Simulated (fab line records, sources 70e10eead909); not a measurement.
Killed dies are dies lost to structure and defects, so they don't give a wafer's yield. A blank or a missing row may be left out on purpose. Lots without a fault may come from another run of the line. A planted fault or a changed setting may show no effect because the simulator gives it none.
fab line records | flow nand_harc
record lots=15 wafers=45 last_day=33
route steps=1302 shown P_GATE@125 A_BONDPAD@1236 THIN_TSV@1270 END@1302
lots that met no fault: from a run of the same line without faults
start_h: hours from the record's first day to the start of the lot's first wafer shown | wait_h: hours since the lot's step before | " the same as in the row above | L1.1+2: a row that stands for several wafers | - no value, or no start given | * or withheld: withheld | < > ~ a bound
route shown NAME@n: a module of which the file shows steps, and the number in the route of the first | usual: mean/standard deviation of fault-free wafers | same: alike in all rows | chamber/n: place in a boat | sites: the reading at each site | _std_site: their standard deviation | _edge_site: outer sites' mean less inner sites' | radius_mm: how far each site lies from the wafer's centre | mask NAME#n: copy n | behind: the tool/chamber that last shaped the wafer | hold: why the lot was held/for how many hours/how that ended | device: the transistor (n, p or np) that didn't switch | end of line: the same wafers' tests at the end of the route | a step without rows: its recipe alone | killed: dies lost to structure and defects at the first sort, not the wafer's yield | map: a wafer's dies, x killed, . not, _ none there
set.NAME: the setting as run; set.NAME@STEP: as run at that earlier step | model.NAME: the simulator's own value behind a step, which no gauge read
steps of the route over a sample of lots; a table a step, a row a wafer
services: from which hour (start_h, from the record's first day; less than 0 if before it) a tool's chamber was out of use, for how many hours, and why
## steps
# step NHARC_P_GATE_ETCH_14
# recipe target_depth_a=488 chemistry=dHF material=SiO2
# columns lot.wafer tool chamber start_h wait_h
L927.5+4+2 wet_bench-02 4,7,0 85.99 0.1
L926.1+2+5 wet_bench-09 6,7,3 86.15 0.1
L928.5+3+4 wet_bench-03 7,2,4 98.59 0.1
L929.2+5+3 wet_bench-03 5,1,2 111.73 0.1
L930.5+2+1 wet_bench-02 5,7,0 118.00 0.1
L931.4+3+1 wet_bench-09 0,2,5 128.18 0.1
L938.4+3+6 wet_bench-09 2,4,6 198.54 0.1
L939.6+2+5 wet_bench-02 3,4,6 212.37 0.1
L940.4+5+1 wet_bench-03 2,3,5 229.73 0.1
L942.4+5+3 wet_bench-03 0,1,5 244.77 0.1
L943.2+3+6 wet_bench-03 6,0,2 258.14 0.1
L944.3+6+1 wet_bench-09 3,5,0 258.30 0.1
L945.4+3+5 wet_bench-03 0,2,3 270.96 0.1
L946.5+1+2 wet_bench-09 3,4,7 284.66 0.1
L949.6+4+3 wet_bench-02 7,0,2 310.67 0.1
# step NHARC_A_BONDPAD_INSPECT_23
# usual raw_defect_count=561/120
# columns lot.wafer tool chamber start_h wait_h raw_defect_count
L926.1 defect_inspect-01 - 530.60 0.0 574
L926.2 " - " " 654
L926.5 " - " " 547
L928.3 defect_inspect-02 - 549.56 0.0 661
L928.4 " - " " 470
L928.5 " - " " 511
L927.2 defect_inspect-02 - 553.69 0.0 501
L927.4 " - " " 524
L927.5 " - " " 488
L938.3 defect_inspect-02 - 657.56 0.0 470
L938.4 " - " " 461
L938.6 " - " " 455
L939.2 defect_inspect-02 - 661.97 0.0 477
L939.5 " - " " 628
L939.6 " - " " 659
L940.1 defect_inspect-01 - 686.45 0.0 540
L940.4 " - " " 518
L940.5 " - " " 428
L943.2 defect_inspect-02 - 690.10 0.0 453
L943.3 " - " " 496
L943.6 " - " " 456
L944.1 defect_inspect-02 - 690.86 0.0 542
L944.3 " - " " 611
L944.6 " - " " 505
L942.3 defect_inspect-02 - 694.43 0.0 421
L942.4 " - " " 368
L942.5 " - " " 321
L945.3 defect_inspect-01 - 721.03 0.0 876
L945.4 " - " " 625
L945.5 " - " " 984
L946.1 defect_inspect-02 - 726.36 0.0 600
L946.2 " - " " 592
L946.5 " - " " 800
L949.3 defect_inspect-01 - 766.23 0.0 870
L949.4 " - " " 601
L949.6 " - " " 518
# step NHARC_THIN_TSV_DEGAS_49
# recipe temp_c=300 time_s=120
# usual heater_power_w=456/66
# columns lot.wafer tool chamber start_h wait_h heater_power_w
L926.2 pvd_sputter-01 - 547.36 0.1 536
L926.1 " - " " 399
L926.5 " - " " 468
L928.3 pvd_sputter-02 - 565.07 0.1 446
L928.4 " - " " 369
L928.5 " - " " 452
L927.2 pvd_sputter-03 - 569.69 0.1 418
L927.4 " - " " 557
L927.5 " - " " 523
L938.4 pvd_sputter-03 - 672.49 0.1 403
L938.3 " - " " 520
L938.6 " - " " 408
L939.2 pvd_sputter-02 - 676.83 0.2 448
L939.5 " - " " 356
L939.6 " - " " 420
L940.1 pvd_sputter-01 - 702.24 0.1 397
L940.4 " - " " 378
L940.5 " - " " 563
L943.2 pvd_sputter-03 - 703.51 0.1 550
L943.3 " - " " 406
L943.6 " - " " 413
L942.3 pvd_sputter-01 - 708.03 0.1 536
L942.4 " - " " 401
L942.5 " - " " 399
L944.3 pvd_sputter-01 - 709.23 0.1 399
L944.1 " - " " 394
L944.6 " - " " 560
L945.3 pvd_sputter-01 - 736.88 0.1 389
L945.4 " - " " 555
L945.5 " - " " 461
L946.1 pvd_sputter-01 - 749.20 0.1 545
L946.2 " - " " 388
L946.5 " - " " 552
L949.4 pvd_sputter-02 - 783.01 0.1 376
L949.3 " - " " 432
L949.6 " - " " 442
# step NHARC_THIN_TSV_PRE_CLEAN_50
# recipe time_s=30 temp_c=280 gas=H2/He
# usual heater_power_w=397/56
# columns lot.wafer tool chamber start_h wait_h heater_power_w
L926.1 pvd_sputter-01 - - - 345
L926.2 " - " " 471
L926.5 " - " " 336
L928.3 pvd_sputter-02 - - - 393
L928.4 " - " " 333
L928.5 " - " " 381
L927.2 pvd_sputter-03 - - - 360
L927.4 " - " " 457
L927.5 " - " " 461
L938.3 pvd_sputter-03 - - - 452
L938.4 " - " " 378
L938.6 " - " " 460
L939.2 pvd_sputter-02 - - - 322
L939.5 " - " " 364
L939.6 " - " " 377
L940.1 pvd_sputter-01 - - - 339
L940.4 " - " " 412
L940.5 " - " " 359
L943.2 pvd_sputter-03 - - - 371
L943.3 " - " " 468
L943.6 " - " " 480
L942.3 pvd_sputter-01 - - - 332
L942.4 " - " " 413
L942.5 " - " " 357
L944.3 pvd_sputter-01 - - - 401
L944.1 " - " " 496
L944.6 " - " " 361
L945.3 pvd_sputter-01 - - - 484
L945.4 " - " " 337
L945.5 " - " " 424
L946.1 pvd_sputter-01 - - - 348
L946.2 " - " " 426
L946.5 " - " " 356
L949.3 pvd_sputter-02 - - - 319
L949.4 " - " " 373
L949.6 " - " " 328
# step NHARC_END_SORT_01
# recipe temp_c=25
# usual killed_at_array=57/19 killed_at_other=0.9/1.1 killed_at_periphery=4.0/2.6 killed_dies=62/19 killed_open=3.3/1.8 killed_short=2.4/1.7
# same gross_dies=677
# columns lot.wafer tool chamber start_h wait_h killed_at_array killed_at_other killed_at_periphery killed_dies killed_open killed_short
L929.2 prober-01 0 580.91 2.8 23 3 651 677 3 4
L929.3 prober-01 0 581.70 3.1 15 2 660 677 3 2
L929.5 prober-01 0 583.29 3.7 20 1 656 677 3 4
L930.1 prober-01 0 599.12 2.4 64 0 613 677 5 1
L930.2 prober-01 0 599.92 2.8 58 2 617 677 1 7
L930.5 prober-01 0 602.30 3.7 46 0 631 677 3 4
L931.1 prober-02 0 599.16 2.5 85 0 592 677 3 2
L931.3 prober-02 0 600.75 3.1 86 0 591 677 1 4
L931.4 prober-02 0 601.55 3.4 86 0 591 677 5 2
# killed by level:class
L929.2 P_GATE:area_etch=643 A_CHANNEL_HOLE_D1:chamber_film_flake=5 P_CONTACT:chamber_film_flake=4 A_CHANNEL_HOLE_D2:chamber_film_flake=4 A_WL_FILL:geometric_particle:short=3 A_SLIT:chamber_film_flake=3 THIN_TSV:chamber_film_flake=3 A_CONTACT:chamber_film_flake=2
L929.3 P_GATE:area_etch=655 P_CONTACT:chamber_film_flake=3 A_CHANNEL_HOLE_D1:chamber_film_flake=3 A_CHANNEL_HOLE_D2:chamber_film_flake=3 A_STAIRCASE:chamber_film_flake=2 THIN_TSV:chamber_film_flake=2 P_CONTACT:geometric_particle:open=1 A_ONON_D1:geometric_particle:open=1
L929.5 P_GATE:area_etch=644 A_CHANNEL_HOLE_D2:chamber_film_flake=7 P_CONTACT:chamber_film_flake=6 A_CONTACT:chamber_film_flake=6 P_ZERO_WELL:chamber_film_flake=2 A_BONDPAD:chamber_film_flake=2 P_GATE:geometric_particle:short=1 P_GATE:geometric_particle:open=1
L930.1 P_GATE:area_etch=607 A_CHANNEL_HOLE_D1:chamber_film_flake=31 A_CHANNEL_HOLE_D2:chamber_film_flake=18 A_CHANNEL_FILL_D1:chamber_film_flake=7 P_STI:chamber_film_flake=3 A_CONTACT:chamber_film_flake=2 P_M0:geometric_particle:open=1 P_M1:geometric_particle:open=1
L931.1 P_GATE:area_etch=588 A_CHANNEL_HOLE_D2:chamber_film_flake=26 A_CHANNEL_HOLE_D1:chamber_film_flake=24 A_SLIT:chamber_film_flake=24 A_CONTACT:chamber_film_flake=6 P_STI:chamber_film_flake=3 P_STI:geometric_particle:short=1 A_ONON_D1:geometric_particle:short=1
L930.2 P_GATE:area_etch=612 A_CHANNEL_HOLE_D1:chamber_film_flake=31 A_CHANNEL_HOLE_D2:chamber_film_flake=9 A_CONTACT:chamber_film_flake=7 A_ONON_D2:geometric_particle:short=3 A_CHANNEL_FILL_D1:chamber_film_flake=3 A_BLC:geometric_particle:short=2 P_CONTACT:chamber_film_flake=2
L931.3 P_GATE:area_etch=589 A_CHANNEL_HOLE_D1:chamber_film_flake=28 A_CHANNEL_HOLE_D2:chamber_film_flake=22 A_SLIT:chamber_film_flake=21 A_CONTACT:chamber_film_flake=9 A_CHANNEL_FILL_D1:geometric_particle:short=2 A_ONON_D2:geometric_particle:short=2 P_GATE:geometric_particle:open=1
L931.4 P_GATE:area_etch=589 A_CHANNEL_HOLE_D2:chamber_film_flake=29 A_CHANNEL_HOLE_D1:chamber_film_flake=23 A_SLIT:chamber_film_flake=15 A_CONTACT:chamber_film_flake=10 A_BLC:geometric_particle:open=2 P_STI:chamber_film_flake=2 A_STAIRCASE:chamber_film_flake=2
L930.5 P_GATE:area_etch=626 A_CHANNEL_HOLE_D1:chamber_film_flake=20 A_CHANNEL_HOLE_D2:chamber_film_flake=10 A_CONTACT:chamber_film_flake=4 A_CHANNEL_FILL_D1:chamber_film_flake=3 P_STI:chamber_film_flake=2 P_M0:geometric_particle:short=1 A_SOURCE_PLATE:geometric_particle:open=1
## services
# columns tool chamber start_h hours kind
pvd_sputter-03 - 101.93 1.8 repair
pvd_sputter-01 - 102.54 0.6 repair
pvd_sputter-02 - 104.00 10.0 pm
wet_bench-03 - 157.17 2.3 repair
pvd_sputter-03 - 170.00 10.0 pm
pvd_sputter-01 - 174.35 4.4 repair
wet_bench-03 - 210.43 8.0 pm
pvd_sputter-03 - 221.26 2.6 repair
pvd_sputter-01 - 234.51 10.0 pm
pvd_sputter-01 - 278.15 4.0 repair
pvd_sputter-02 - 282.00 10.0 pm
pvd_sputter-01 - 293.30 3.2 repair
pvd_sputter-03 - 348.00 10.0 pm
pvd_sputter-03 - 362.61 1.3 repair
wet_bench-03 - 386.43 8.0 pm
pvd_sputter-02 - 402.61 1.6 repair
pvd_sputter-01 - 412.51 10.0 pm
pvd_sputter-02 - 414.03 1.4 repair
pvd_sputter-02 - 460.00 10.0 pm
pvd_sputter-03 - 469.41 4.6 repair
pvd_sputter-03 - 526.00 10.0 pm
wet_bench-03 - 562.43 8.0 pm
pvd_sputter-01 - 590.51 10.0 pm
pvd_sputter-01 - 768.51 10.0 pm
## key
first_sign step=NHARC_END_SORT_01 reading=killed_at_periphery direction=up sigmas=99+ usual=4.0 struck=622.4
effect step=NHARC_END_SORT_01 reading=killed_dies direction=up sigmas=33 usual=62 struck=677
more_kills_born_at NHARC_P_GATE_ETCH_14@wet_bench-03=1942 NHARC_P_GATE_ETCH_14@wet_bench-02=1845 NHARC_P_GATE_ETCH_14@wet_bench-09=1766
met_at NHARC_P_GATE_ETCH_14
struck_lots L929,L930,L931
later_rows_left_out L929.2,L929.3,L929.5,L930.1,L930.2,L930.5,L931.1,L931.3,L931.4
tester_left_out L929,L930,L931
not_acting_at NHARC_A_BONDPAD_INSPECT_23,NHARC_THIN_TSV_DEGAS_49,NHARC_THIN_TSV_PRE_CLEAN_50
onset_between 98.59 111.73
fault kind=skipped_step_whole tool=wet_bench-02,wet_bench-03,wet_bench-09 chamber=- onset_h=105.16 steps=NHARC_P_GATE_ETCH_14 scope=struck_lots_only
# tester_left_out: of these lots the tester's yield and bins aren't shown, on N5 and GAA mostly nor the transistor test; their killed dies are dies lost to structure and defects alone, not to doping, threshold or leakage, so they don't give the yield
# later_rows_left_out: the simulator's readings of these wafers behind a module that went badly wrong aren't trusted and aren't shown, but for the sort
